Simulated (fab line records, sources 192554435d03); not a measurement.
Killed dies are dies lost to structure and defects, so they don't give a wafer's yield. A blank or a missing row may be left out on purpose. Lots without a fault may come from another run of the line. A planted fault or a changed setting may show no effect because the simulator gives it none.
Chamber matching | flow n5_finfet | N5_FIN_SAQP_SPACER1_ALD_24 on ald_sin-01: 4 sister chambers
The step deposits SiO2, target thk 20.3 nm, pulse time 1 s, purge time 2 s. 4 wafers are shown with their chamber, then 7 later ones without.

WAFERS WITH THEIR CHAMBER
wafer  | chamber | heater_power_w (W)
L077.6 | 3       | 431
L081.3 | 1       | 476
L082.1 | 0       | 557
L082.4 | 2       | 456

WAFERS WITHOUT THEIR CHAMBER
wafer  | heater_power_w (W)
L082.5 | 465
L092.2 | 494
L092.3 | 472
L092.5 | 475
L095.3 | 422
L095.4 | 418
L095.5 | 454

WHICH CHAMBER EACH WENT THROUGH
wafer  | from the rows above     | in truth
L082.5 | can't be placed: 2 or 1 | 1
L092.2 | 1                       | 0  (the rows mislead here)
L092.3 | can't be placed: 1 or 2 | 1
L092.5 | can't be placed: 1 or 2 | 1
L095.3 | 3                       | 3
L095.4 | 3                       | 3
L095.5 | 2                       | 2
Placed correctly: 3 of 7. Can't be placed from these rows: 3 (the true chamber is among the candidates in 3). Placed wrongly: 1.
How it was worked out, from the rows above alone: a wafer's distance from a chamber is the root of the sum, over the readings, of the square of ((its reading less the chamber's mean) divided by the reading's scatter). The wafer belongs to the nearest chamber; if the next one is less than 2 further off, it can't be placed. A chamber's mean is the mean of its shown wafers. The scatter: with one shown wafer a chamber, the root of the mean of the squares of how far each hidden wafer lies from its nearest shown one.
